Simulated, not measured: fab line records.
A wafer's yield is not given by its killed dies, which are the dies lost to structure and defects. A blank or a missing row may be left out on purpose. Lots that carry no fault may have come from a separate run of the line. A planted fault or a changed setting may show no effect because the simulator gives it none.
fab line records + flow nandHarc + part 2 of 2: steps 5 to 6 of 6
[record]
- lots = 23
- wafers = 69
- lastDay = 34
route steps=1302 shown A_STAIRCASE@652
lots that met no fault: from a run of the same line without faults
startH: the number of hours between the record's first day and the start of the first shown wafer of the lot + waitH: hours from the lot's prior step to this one + " the same as in the row above + L1.1+2: several wafers, shown together as one row + - no value, or no start was given + * or withheld: withheld + < > ~ a bound
route shown NAME@n: a module of which the file shows steps, and the number in the route of the first + usual: mean and standard deviation over wafers with no fault + same: alike in all rows + chamber/n: place in a boat + sites: readings site by site + _std_site: standard deviation across them + _edge_site: mean of outer sites minus mean of inner sites + radiusMm: for every site, how far away it sits from the centre of the wafer + mask NAME#n: copy n + behind: the tool/chamber that last shaped the wafer + hold: cause of the lot's hold/its duration in hours/its outcome + device: which transistor (n, p or np) failed to switch + end of line: at the end of the route, the tests of the same wafers + step lacking rows: just its recipe + killed: not the wafer's yield, but the dies lost to structure and defects at the first sort + map: dies across one wafer; x = killed, . = not, _ = none there
set.NAME: the setting as run; set.NAME@STEP: as run at that earlier step + model.NAME: the simulator's own value behind a step, which no gauge read
one table for each step of the route and one row for each wafer, over a sample of lots
services: from which hour (startH, from the record's first day; less than 0 if before it) a tool's chamber was out of use, for how many hours, and why
[[steps]]
[step NHARC_A_STAIRCASE_ETCH_194]
[recipe]
- targetDepthA = 1000
- timeS = 40.5
- ionEnergyEv = 400
- c4f8FlowSccm = 20
- o2FlowSccm = 10
- arFlowSccm = withheld
- rfW = 600
- biasW = 1000
- chemistry = C4F8/O2
[usual]
- oesProductAu = 0.943/0.012
- rfVppV = 896/6.2
| lot.wafer | tool       | chamber | startH | waitH | oesProductAu | rfHoursCounterH | rfVppV |
|-----------|------------|---------|--------|-------|--------------|-----------------|--------|
| L074.2    | rieDiel-09 | 2       | -      | -     | 0.921        | 7               | 889    |
| L074.5    | "          | 0       | "      | "     | 0.925        | -               | 891    |
| L074.6    | "          | 1       | "      | "     | 0.921        | -               | 904    |
| L075.2    | rieDiel-05 | 3       | -      | -     | 0.935        | 43              | 887    |
| L075.6    | "          | 1       | "      | "     | 0.936        | -               | 892    |
| L075.5    | "          | 2       | "      | "     | 0.928        | -               | 891    |
| L076.1    | rieDiel-08 | 0       | -      | -     | 0.946        | 1               | 897    |
| L076.2    | "          | 1       | "      | "     | 0.964        | 1               | 906    |
| L076.6    | "          | 2       | "      | "     | 0.965        | -               | 906    |
| L077.1    | rieDiel-05 | 3       | -      | -     | 0.928        | 49              | 885    |
| L077.3    | "          | 0       | "      | "     | 0.953        | 51              | 894    |
| L077.5    | "          | 3       | "      | "     | 0.928        | -               | 887    |
| L078.3    | rieDiel-05 | 1       | -      | -     | 0.946        | 47              | 893    |
| L078.4    | "          | 3       | "      | "     | 0.944        | 49              | 888    |
| L078.2    | "          | 0       | "      | "     | 0.946        | 51              | 893    |
| L079.3    | rieDiel-09 | 2       | -      | -     | 0.929        | 27              | 891    |
| L079.2    | "          | 0       | "      | "     | 0.957        | 25              | 889    |
| L079.4    | "          | 1       | "      | "     | 0.931        | 26              | 901    |
| L080.3    | rieDiel-05 | 3       | -      | -     | 0.937        | 0               | 906    |
| L080.6    | "          | 1       | "      | "     | 0.958        | -               | 894    |
| L080.5    | "          | 2       | "      | "     | 0.949        | -               | 891    |
| L081.4    | rieDiel-09 | 2       | -      | -     | 0.935        | 33              | 890    |
| L081.5    | "          | 2       | "      | "     | 0.933        | -               | 891    |
| L081.6    | "          | 3       | "      | "     | 0.939        | -               | 900    |
| L082.1    | rieDiel-09 | 2       | -      | -     | 0.950        | 36              | 891    |
| L082.2    | "          | 3       | "      | "     | 0.954        | 38              | 901    |
| L082.4    | "          | 1       | "      | "     | 0.937        | 34              | 902    |
| L083.3    | rieDiel-08 | 1       | -      | -     | 0.947        | 23              | 904    |
| L083.2    | "          | 0       | "      | "     | 0.950        | 22              | 898    |
| L083.6    | "          | 1       | "      | "     | 0.942        | -               | 904    |
| L085.1    | rieDiel-09 | 1       | -      | -     | 0.937        | 41              | 903    |
| L085.3    | "          | 2       | "      | "     | 0.948        | 43              | 889    |
| L085.6    | "          | 2       | "      | "     | 0.942        | -               | 890    |
| L084.2    | rieDiel-09 | 0       | -      | -     | 0.946        | 44              | 889    |
| L084.4    | "          | 2       | "      | "     | 0.929        | 44              | 889    |
| L084.5    | "          | 0       | "      | "     | 0.936        | -               | 890    |
| L086.4    | rieDiel-09 | 1       | -      | -     | 0.939        | 43              | 903    |
| L086.2    | "          | 0       | "      | "     | 0.946        | 46              | 889    |
| L086.5    | "          | 1       | "      | "     | 0.939        | -               | 904    |
| L087.4    | rieDiel-05 | 0       | -      | -     | 0.937        | 17              | 893    |
| L087.3    | "          | 1       | "      | "     | 0.931        | 28              | 893    |
| L087.1    | "          | 2       | "      | "     | 0.940        | 30              | 891    |
| L090.4    | rieDiel-09 | 2       | -      | -     | 0.941        | 0               | 890    |
| L090.1    | "          | 3       | "      | "     | 0.953        | 1               | 901    |
| L090.6    | "          | 1       | "      | "     | 0.944        | -               | 903    |
| L089.1    | rieDiel-08 | 0       | -      | -     | 0.951        | 47              | 896    |
| L089.4    | "          | 1       | "      | "     | 0.962        | 42              | 903    |
| L089.5    | "          | 1       | "      | "     | 0.952        | -               | 903    |
| L092.2    | rieDiel-05 | 0       | -      | -     | 0.961        | 32              | 893    |
| L092.4    | "          | 3       | "      | "     | 0.946        | 42              | 906    |
| L092.5    | "          | 0       | "      | "     | 0.967        | -               | 893    |
| L091.2    | rieDiel-09 | 3       | -      | -     | 0.946        | 9               | 900    |
| L091.3    | "          | 2       | "      | "     | 0.928        | 9               | 889    |
| L091.6    | "          | 3       | "      | "     | 0.939        | -               | 900    |
| L093.4    | rieDiel-05 | 3       | -      | -     | 0.920        | 48              | 905    |
| L093.5    | "          | 2       | "      | "     | 0.941        | -               | 890    |
| L093.6    | "          | 3       | "      | "     | 0.944        | -               | 904    |
| L094.4    | rieDiel-08 | 2       | -      | -     | 0.941        | 2               | 906    |
| L094.1    | "          | 0       | "      | "     | 0.958        | 2               | 896    |
| L094.6    | "          | 2       | "      | "     | 0.943        | -               | 906    |
| L095.1    | rieDiel-08 | 0       | -      | -     | 0.945        | 5               | 897    |
| L095.3    | "          | 3       | "      | "     | 0.934        | 5               | 889    |
| L095.6    | "          | 1       | "      | "     | 0.961        | -               | 904    |
| L096.4    | rieDiel-08 | 0       | -      | -     | 0.943        | 6               | 897    |
| L096.1    | "          | 2       | "      | "     | 0.950        | 4               | 904    |
| L096.6    | "          | 3       | "      | "     | 0.959        | -               | 890    |
| L097.3    | rieDiel-05 | 2       | -      | -     | 0.936        | 7               | 890    |
| L097.2    | "          | 3       | "      | "     | 0.941        | 7               | 905    |
| L097.5    | "          | 2       | "      | "     | 0.939        | -               | 889    |
[step NHARC_A_STAIRCASE_TRIM_229]
[recipe]
- timeS = 211.2
- o2FlowSccm = 500
- arFlowSccm = 0
- biasW = 0
- chemistry = O2
[usual]
- drypumpMotorCurrentA = 6.14/0.25
- mfcArSccm = 0.007/0.0076
- oesProductAu = 1.001/0.0083
- rfVppV = 57.8/0.85
- showerheadPlenumPTorr = 3.54/0.17
- throttleValvePct = 17.036/0.0093
| lot.wafer | tool       | chamber | startH | waitH | drypumpMotorCurrentA | mfcArSccm | oesProductAu | rfHoursCounterH | rfVppV | showerheadPlenumPTorr | throttleValvePct |
|-----------|------------|---------|--------|-------|----------------------|-----------|--------------|-----------------|--------|-----------------------|------------------|
| L074.2    | rieDiel-05 | 0       | 350.97 | 0.1   | 5.85                 | 0         | 1.011        | 40              | 56.7   | 3.48                  | 17.040           |
| L074.6    | "          | 0       | "      | "     | 5.83                 | 0         | 1.018        | -               | 57.9   | 3.48                  | 17.028           |
| L074.5    | "          | 1       | "      | "     | 6.11                 | 0         | 1.001        | -               | 57.9   | 3.45                  | 17.032           |
| L075.2    | rieDiel-09 | 3       | 368.42 | 0.1   | 5.98                 | 0.011     | 1.016        | 15              | 58.4   | 3.67                  | 17.054           |
| L075.6    | "          | 3       | "      | "     | 5.98                 | 0.011     | 1.012        | -               | 58.8   | 3.67                  | 17.030           |
| L075.5    | "          | 0       | "      | "     | 6.39                 | 0         | 1.000        | -               | 57.6   | 3.36                  | 17.049           |
| L076.2    | rieDiel-05 | 1       | 390.99 | 0.1   | 6.10                 | 0         | 1.011        | 46              | 57.8   | 3.44                  | 17.047           |
| L076.1    | "          | 2       | "      | "     | 6.12                 | 0.015     | 1.001        | 44              | 58.0   | 3.39                  | 17.032           |
| L076.6    | "          | 1       | "      | "     | 6.06                 | 0         | 0.998        | -               | 58.4   | 3.44                  | 17.031           |
| L077.3    | rieDiel-05 | 1       | 396.86 | 0.1   | 6.11                 | 0         | 1.019        | 49              | 57.9   | 3.44                  | 17.041           |
| L077.1    | "          | 3       | "      | "     | 6.40                 | 0.016     | 1.007        | 51              | 57.1   | 3.28                  | 17.045           |
| L077.5    | "          | 0       | "      | "     | 5.83                 | 0         | 1.014        | -               | 59.0   | 3.47                  | 17.031           |
| L078.3    | rieDiel-09 | 0       | 397.46 | 0.1   | 6.40                 | 0         | 1.000        | 23              | 58.1   | 3.35                  | 17.039           |
| L078.4    | "          | 2       | "      | "     | 6.32                 | 0.019     | 0.999        | 24              | 57.3   | 3.37                  | 17.036           |
| L078.2    | "          | 3       | "      | "     | 6.04                 | 0.011     | 1.011        | 24              | 58.6   | 3.66                  | 17.031           |
| L079.2    | rieDiel-08 | 2       | 414.65 | 0.1   | 6.34                 | 0         | 1.005        | 10              | 59.1   | 3.80                  | 17.039           |
| L079.3    | "          | 1       | "      | "     | 5.94                 | 0         | 1.014        | 12              | 59.3   | 3.76                  | 17.029           |
| L079.4    | "          | 2       | "      | "     | 6.34                 | 0         | 0.992        | -               | 58.4   | 3.80                  | 17.037           |
| L080.3    | rieDiel-09 | 2       | 424.18 | 0.1   | 6.28                 | 0.019     | 1.002        | 32              | 56.8   | 3.36                  | 17.044           |
| L080.5    | "          | 3       | "      | "     | 6.01                 | 0.011     | 1.005        | -               | 58.2   | 3.66                  | 17.056           |
| L080.6    | "          | 0       | "      | "     | 6.37                 | 0         | 1.006        | -               | 57.2   | 3.35                  | 17.048           |
| L081.4    | rieDiel-09 | 3       | 429.42 | 0.1   | 5.99                 | 0.011     | 1.004        | 35              | 57.5   | 3.66                  | 17.054           |
| L081.6    | "          | 1       | "      | "     | 5.54                 | 0.001     | 1.002        | -               | 58.3   | 3.72                  | 17.049           |
| L081.5    | "          | 2       | "      | "     | 6.29                 | 0.019     | 1.003        | -               | 59.0   | 3.36                  | 17.026           |
| L082.2    | rieDiel-05 | 3       | 448.65 | 0.1   | 6.40                 | 0.016     | 0.994        | 12              | 59.8   | 3.80                  | 17.039           |
| L082.1    | "          | 0       | "      | "     | 5.86                 | 0         | 1.006        | 13              | 57.1   | 3.46                  | 17.037           |
| L082.4    | "          | 1       | "      | "     | 6.11                 | 0         | 1.007        | 12              | 55.4   | 3.43                  | 17.048           |
| L083.3    | rieDiel-05 | 2       | 456.32 | 0.1   | 6.11                 | 0.015     | 0.991        | 14              | 55.5   | 3.37                  | 17.043           |
| L083.2    | "          | 3       | "      | "     | 6.41                 | 0.016     | 0.996        | 14              | 58.4   | 3.80                  | 17.032           |
| L083.6    | "          | 3       | "      | "     | 6.43                 | 0.016     | 0.994        | -               | 58.8   | 3.80                  | 17.023           |
| L085.3    | rieDiel-09 | 2       | 471.30 | 0.1   | 6.31                 | 0.019     | 0.995        | 45              | 57.6   | 3.36                  | 17.019           |
| L085.1    | "          | 0       | "      | "     | 6.43                 | 0         | 0.998        | 45              | 57.6   | 3.34                  | 17.016           |
| L085.6    | "          | 3       | "      | "     | 6.00                 | 0.011     | 0.997        | -               | 58.4   | 3.65                  | 17.031           |
| L084.4    | rieDiel-08 | 0       | 472.80 | 0.1   | 6.43                 | 0.013     | 1.006        | 35              | 58.1   | 3.54                  | 17.047           |
| L084.2    | "          | 1       | "      | "     | 5.94                 | 0         | 1.004        | 34              | 57.5   | 3.75                  | 17.035           |
| L084.5    | "          | 1       | "      | "     | 5.94                 | 0         | 1.011        | -               | 57.7   | 3.75                  | 17.045           |
| L086.4    | rieDiel-08 | 1       | 476.61 | 0.1   | 5.95                 | 0         | 1.006        | 35              | 58.7   | 3.75                  | 17.023           |
| L086.2    | "          | 2       | "      | "     | 6.37                 | 0         | 1.004        | 31              | 58.4   | 3.79                  | 17.063           |
| L086.5    | "          | 3       | "      | "     | 6.30                 | 0         | 0.990        | -               | 58.1   | 3.39                  | 17.041           |
| L087.4    | rieDiel-05 | 3       | 503.43 | 0.2   | 6.37                 | 0.016     | 0.994        | 31              | 58.6   | 3.79                  | 17.024           |
| L087.3    | "          | 1       | "      | "     | 6.07                 | 0         | 0.985        | 30              | 57.6   | 3.42                  | 17.035           |
| L087.1    | "          | 2       | "      | "     | 6.13                 | 0.015     | 0.997        | 32              | 55.6   | 3.37                  | 17.043           |
| L089.1    | rieDiel-08 | 1       | 514.03 | 0.1   | 5.95                 | 0         | 1.007        | 44              | 58.3   | 3.75                  | 17.034           |
| L089.4    | "          | 2       | "      | "     | 6.32                 | 0         | 1.002        | 45              | 57.2   | 3.78                  | 17.025           |
| L089.5    | "          | 1       | "      | "     | 5.93                 | 0         | 1.014        | -               | 58.7   | 3.75                  | 17.039           |
| L090.1    | rieDiel-05 | 0       | 516.61 | 0.1   | 5.83                 | 0         | 1.011        | 25              | 58.5   | 3.45                  | 17.033           |
| L090.4    | "          | 1       | "      | "     | 6.09                 | 0         | 0.987        | 34              | 58.4   | 3.42                  | 17.037           |
| L090.6    | "          | 3       | "      | "     | 6.40                 | 0.016     | 0.993        | -               | 57.2   | 3.79                  | 17.040           |
| L092.2    | rieDiel-08 | 0       | 534.03 | 0.1   | 6.39                 | 0.013     | 1.003        | 54              | 58.0   | 3.53                  | 17.035           |
| L092.4    | "          | 1       | "      | "     | 5.94                 | 0         | 0.992        | 50              | 56.0   | 3.74                  | 17.044           |
| L092.5    | "          | 0       | "      | "     | 6.41                 | 0.013     | 1.005        | -               | 57.2   | 3.53                  | 17.062           |
| L091.3    | rieDiel-05 | 3       | 534.75 | 0.1   | 6.41                 | 0.016     | 0.992        | 43              | 58.5   | 3.78                  | 17.051           |
| L091.2    | "          | 0       | "      | "     | 5.87                 | 0         | 1.001        | 33              | 56.4   | 3.45                  | 17.042           |
| L091.6    | "          | 0       | "      | "     | 5.83                 | 0         | 1.003        | -               | 57.6   | 3.45                  | 17.037           |
| L093.4    | rieDiel-05 | 0       | 552.67 | 0.1   | 5.84                 | 0         | 1.002        | 40              | 58.4   | 3.45                  | 17.027           |
| L093.5    | "          | 2       | "      | "     | 6.15                 | 0.015     | 0.988        | -               | 57.1   | 3.36                  | 17.035           |
| L093.6    | "          | 3       | "      | "     | 6.43                 | 0.016     | 0.984        | -               | 59.9   | 3.78                  | 17.049           |
| L094.4    | rieDiel-09 | 2       | 568.84 | 0.1   | 6.33                 | 0.019     | 0.999        | 20              | 56.7   | 3.34                  | 17.045           |
| L094.1    | "          | 0       | "      | "     | 6.42                 | 0         | 1.012        | 18              | 57.6   | 3.32                  | 17.056           |
| L094.6    | "          | 2       | "      | "     | 6.30                 | 0.019     | 0.999        | -               | 57.2   | 3.34                  | 17.033           |
| L095.1    | rieDiel-05 | 3       | 577.39 | 0.1   | 6.42                 | 0.016     | 1.001        | 58              | 56.8   | 3.77                  | 17.036           |
| L095.3    | "          | 2       | "      | "     | 6.12                 | 0.015     | 1.015        | 55              | 58.3   | 3.35                  | 17.039           |
| L095.6    | "          | 0       | "      | "     | 5.86                 | 0         | 0.995        | -               | 57.4   | 3.44                  | 17.040           |
| L096.1    | rieDiel-08 | 2       | 585.57 | 0.2   | 6.37                 | 0         | 0.994        | 9               | 58.6   | 3.77                  | 17.035           |
| L096.4    | "          | 3       | "      | "     | 6.28                 | 0         | 1.007        | 10              | 57.8   | 3.37                  | 17.029           |
| L096.6    | "          | 1       | "      | "     | 5.93                 | 0         | 1.017        | -               | 58.4   | 3.74                  | 17.027           |
| L097.3    | rieDiel-08 | 2       | 613.16 | 0.1   | 6.32                 | 0         | 1.004        | 20              | 58.8   | 3.77                  | 17.026           |
| L097.2    | "          | 0       | "      | "     | 6.38                 | 0.013     | 0.997        | 18              | 58.3   | 3.52                  | 17.029           |
| L097.5    | "          | 1       | "      | "     | 5.93                 | 0         | 1.012        | -               | 57.8   | 3.73                  | 17.059           |
[[services]]
| tool       | chamber | startH | hours | kind   |
|------------|---------|--------|-------|--------|
| rieDiel-09 | -       | 321.03 | 9.0   | pm     |
| rieDiel-05 | 0       | 336.82 | -     | clean  |
| rieDiel-05 | 1       | 336.82 | -     | clean  |
| rieDiel-05 | 2       | 336.82 | -     | clean  |
| rieDiel-05 | 3       | 336.82 | -     | clean  |
| rieDiel-05 | 1       | 344.18 | 2.7   | repair |
| rieDiel-05 | 0       | 361.33 | -     | clean  |
| rieDiel-05 | 1       | 361.33 | -     | clean  |
| rieDiel-05 | 2       | 361.33 | -     | clean  |
| rieDiel-05 | 3       | 361.33 | -     | clean  |
| rieDiel-08 | -       | 370.21 | 9.0   | pm     |
| rieDiel-05 | 0       | 385.83 | -     | clean  |
| rieDiel-05 | 1       | 385.83 | -     | clean  |
| rieDiel-05 | 2       | 385.83 | -     | clean  |
| rieDiel-05 | -       | 406.94 | 9.0   | pm     |
| rieDiel-08 | 3       | 412.08 | 4.3   | repair |
| rieDiel-05 | 1       | 427.45 | 4.4   | repair |
| rieDiel-05 | 0       | 450.35 | 27.5  | repair |
| rieDiel-08 | 1       | 488.52 | 14.4  | repair |
| rieDiel-09 | -       | 498.03 | 9.0   | pm     |
| rieDiel-09 | 1       | 527.53 | 4.6   | repair |
| rieDiel-08 | -       | 547.21 | 9.0   | pm     |
| rieDiel-05 | -       | 583.94 | 9.0   | pm     |
| rieDiel-08 | 3       | 608.46 | 5.6   | repair |
